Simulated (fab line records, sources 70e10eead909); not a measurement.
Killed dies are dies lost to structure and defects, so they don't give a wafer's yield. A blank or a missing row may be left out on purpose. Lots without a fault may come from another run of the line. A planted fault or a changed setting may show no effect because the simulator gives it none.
Problem report in the 8D (eight disciplines) form, filled by code | flow nand_harc | the parts of the form that need people (team, actions taken, sign-off) are left out

1. THE PROBLEM
VT_DECK1_TOP at NHARC_END_WLT_00 reads a mean of 0.966 on 9 wafers of 3 lots; wafers without a fault read 0.895 with a standard deviation of 0.0068. That is +10 standard deviations from the usual mean.
First seen on wafer L270.1, day 30 11:10, on prober-01. The record holds 27 wafers of 9 lots with a number at this step. Rule for "out", or "out of limits": more than 4 standard deviations from the usual mean. The other wafers with a number count as sound.

2. WHAT IT IS AND WHAT IT IS NOT
question                    | is                                                                                                                                                                               | is not
which readings at this step | VT_DECK1_TOP, VT_DECK1_BOTTOM, VT_DECK1_BOTTOM_INNER, VT_DECK1_MEDIAN_NEAR_BOTTOM, VT_DECK1_MEDIAN_NEAR_BOTTOM_INNER, VT_DECK1_MIDDLE, VT_DECK1_MIDDLE_INNER, VT_DECK1_TOP_INNER | VT_DECK2_MEDIAN_NEAR_BOTTOM, VT_DECK2_MEDIAN_NEAR_BOTTOM_INNER, VT_DECK2_MIDDLE, VT_DECK2_MIDDLE_INNER, VT_DECK2_TOP, VT_DECK2_TOP_INNER
which lots                  | L269, L270, L271                                                                                                                                                                 | L258, L262, L263, L266, L268, L272
which wafers of those lots  | all that have a number                                                                                                                                                           | -
read on which gauges        | prober-01, prober-02                                                                                                                                                             | -
when                        | from day 30 11:10                                                                                                                                                                | up to then (15 sound wafers); but 3 sound wafers of L272 came after

3. SUSPECTS, AND WHAT RULES EACH OUT
Counting: a tool at a process step up to the reading stays a suspect if it ran every lot that is out and no sound lot after the first of them.
- the gauge at NHARC_END_WLT_00: ruled out. The wafers that are out were read on 2 gauges (prober-01, prober-02).
- lpcvd_poly-03 at NHARC_A_CHANNEL_FILL_D1_CVD_05 (deposits poly-Si, target thk 5 nm): kept. It ran every lot that is out, first L269 (day 15 21:24), and no sound lot after that; its last sound lot up to then is L268 (day 15 07:19). Its own readings are out on those wafers: spike_tc_bottom_C, spike_tc_centre_C, spike_tc_lower_C, spike_tc_top_C, spike_tc_upper_C.
Left after counting: lpcvd_poly-03 at NHARC_A_CHANNEL_FILL_D1_CVD_05.

4. THE CAUSE (what the simulator had put in)
Process parameter drift: lpcvd_poly-03, from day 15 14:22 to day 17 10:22, at NHARC_A_CHANNEL_FILL_D1_CVD_05. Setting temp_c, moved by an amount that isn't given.
Counting left only this tool.

5. THE CHAIN OF EFFECTS, in route order
Each row: a reading whose mean over the struck wafers that have a number lies more than 3 standard deviations from the usual. Only readings for which the record gives a usual standard deviation are gone through. hours: the time from each lot's start at the first step in this table that gives one to its start at this step, as a median over the lots. sigmas: the change in usual standard deviations.
hours | step                           | reading                           | usual   | on struck wafers | change | sigmas
0     | NHARC_A_CHANNEL_FILL_D1_CVD_05 | spike_tc_bottom_C                 | 573.6 C | 584.6            | +11.0  | +9.2
0     | NHARC_A_CHANNEL_FILL_D1_CVD_05 | spike_tc_centre_C                 | 550.6 C | 560.1            | +9.5   | +6.3
0     | NHARC_A_CHANNEL_FILL_D1_CVD_05 | spike_tc_lower_C                  | 549.8 C | 560.5            | +10.7  | +12
0     | NHARC_A_CHANNEL_FILL_D1_CVD_05 | spike_tc_top_C                    | 568.6 C | 578.1            | +9.5   | +6.8
0     | NHARC_A_CHANNEL_FILL_D1_CVD_05 | spike_tc_upper_C                  | 549.3 C | 559.8            | +10.5  | +10
350   | NHARC_END_WLT_00               | VT_DECK1_BOTTOM                   | 0.869   | 0.930            | +0.061 | +8.5
350   | NHARC_END_WLT_00               | VT_DECK1_BOTTOM_INNER             | 0.869   | 0.929            | +0.060 | +8.1
350   | NHARC_END_WLT_00               | VT_DECK1_MEDIAN_NEAR_BOTTOM       | 0.869   | 0.932            | +0.063 | +7.8
350   | NHARC_END_WLT_00               | VT_DECK1_MEDIAN_NEAR_BOTTOM_INNER | 0.870   | 0.929            | +0.059 | +7.6
350   | NHARC_END_WLT_00               | VT_DECK1_MIDDLE                   | 0.883   | 0.949            | +0.066 | +8.8
350   | NHARC_END_WLT_00               | VT_DECK1_MIDDLE_INNER             | 0.883   | 0.949            | +0.066 | +9.7
350   | NHARC_END_WLT_00               | VT_DECK1_TOP                      | 0.895   | 0.966            | +0.071 | +10
350   | NHARC_END_WLT_00               | VT_DECK1_TOP_INNER                | 0.895   | 0.963            | +0.068 | +9.7
The process steps in it:
- NHARC_A_CHANNEL_FILL_D1_CVD_05: deposits poly-Si, target thk 5 nm.
Later measuring or inspecting steps at which every struck wafer that the step has a row for has a number for every such reading, and none has moved that far: NHARC_END_SORT_01.

6. WHAT WOULD HAVE CAUGHT IT SOONER
In this record the first reading out of limits at a measuring or inspecting step was taken at day 30 11:10, 357 hours after the fault began at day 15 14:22.
The tool's own readings at NHARC_A_CHANNEL_FILL_D1_CVD_05 were out on every struck wafer that the step has a row for (spike_tc_bottom_C, spike_tc_centre_C, spike_tc_lower_C, spike_tc_top_C, spike_tc_upper_C): an alarm limit on them would have fired on the first of those.
All the lots that are out (3) had begun NHARC_A_CHANNEL_FILL_D1_CVD_05 on lpcvd_poly-03 by day 30 11:10. A hold on the tool at that time would have spared none of them.
